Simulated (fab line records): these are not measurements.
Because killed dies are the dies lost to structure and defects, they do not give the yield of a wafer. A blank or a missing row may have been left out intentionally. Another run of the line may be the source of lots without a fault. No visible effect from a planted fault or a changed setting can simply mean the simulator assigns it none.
2 desks, one fault    flow n5_finfet    what lay behind the numbers comes last; until then each desk has only its own

## FOR THE TOOL OWNER'S DESK: cmp-03
The tool's own readings at N5_BEOL_M3_CMP_52 (polishes, stops on SiOC, t overpolish 6.8 s, target thk 40 nm): means of the sampled wafers that have a number, for each lot that ran on this tool. Marked OUT: a lot whose mean sits more than 4 standard deviations from the usual mean, which makes it out of limits; the brackets give that distance.
Columns: A = barrier_field_endpoint_s at N5_BEOL_M3_CMP_52, usual 24.6 s; B = motor_current_A at N5_BEOL_M3_CMP_52, usual 6.3 A; C = overpolish_run_s at N5_BEOL_M3_CMP_52, usual 6.800 s; D = time_to_endpoint_s at N5_BEOL_M3_CMP_52, usual 62.2 s
lot   first seen here  A                B    C      D
L842  day 7 10:21      24.8             6.0  6.811  59.2
L850  day 9 19:24      21.2 (-5.5) OUT  6.2  6.788  53.5
L864  day 13 11:55     24.6             6.0  6.797  61.1
Finding of this desk: L850 out of limits; the first was L850 at day 9 19:24, on barrier_field_endpoint_s at N5_BEOL_M3_CMP_52. L842, L864: within limits.

## AT THE METROLOGY DESK
What the gauges read, lot by lot, whatever tool the lot ran on: means of the sampled wafers that have a number. Marked OUT: a lot whose mean sits more than 4 standard deviations from the usual mean, which makes it out of limits; the brackets give that distance. Shown here are 7 of its 10 readings, the ones lying furthest out on some lot.
Columns: A = DIBL_N at N5_BEOL_M4_RC_MEAS_101, usual 36.4 mV/V; B = IOFF_N at N5_BEOL_M4_RC_MEAS_101, usual 0.154 nA/um; C = IOFF_P at N5_BEOL_M4_RC_MEAS_101, usual 0.202 nA/um; D = ION_N at N5_BEOL_M4_RC_MEAS_101, usual 671 uA/um; E = SS_N at N5_BEOL_M4_RC_MEAS_101, usual 71.6 mV/dec; F = SS_P at N5_BEOL_M4_RC_MEAS_101, usual 73.4 mV/dec; G = VT_N at N5_BEOL_M4_RC_MEAS_101, usual 250.9 mV
lot   first seen here  A     B      C      D    E     F     G
L842  day 7 23:53      39.6  0.194  0.231  689  72.9  74.2  246.4
L848  day 9 13:07      36.7  0.160  0.210  682  71.2  73.7  248.3
L850  day 10 06:40     35.8  0.143  0.209  667  71.5  73.7  251.7
L854  day 10 14:14     35.8  0.152  0.188  670  71.7  73.5  251.0
L857  day 11 21:14     36.1  0.157  0.204  665  72.1  73.6  251.3
L856  day 11 21:34     36.0  0.160  0.202  684  72.0  73.6  248.2
L858  day 12 01:38     34.5  0.135  0.194  667  71.2  73.0  253.5
L859  day 12 04:25     35.7  0.135  0.192  658  71.5  73.3  253.5
L861  day 12 18:36     36.7  0.145  0.243  658  71.8  73.4  251.9
L864  day 13 22:59     35.0  0.136  0.202  671  71.1  72.5  251.7
Result from this desk: across the 10 lots, nothing is out of limits.

## BROUGHT TOGETHER
An alarm could have come from the tool owner's desk at day 9 19:24, on L850.
At the metrology desk, nothing out of limits was observed.
The metrology desk holds a record of L850, inside its limits.
N5_BEOL_M3_CMP_52 was run on cmp-03 by each of the lots named.

## WHAT THE SIMULATOR PUT IN
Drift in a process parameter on cmp-03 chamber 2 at N5_BEOL_M3_CMP_52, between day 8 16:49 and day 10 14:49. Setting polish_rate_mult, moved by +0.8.
Struck lots among those shown: L850.
Delay in hours, fault start to first out-of-limits reading, by desk: the tool owner's desk at 27.
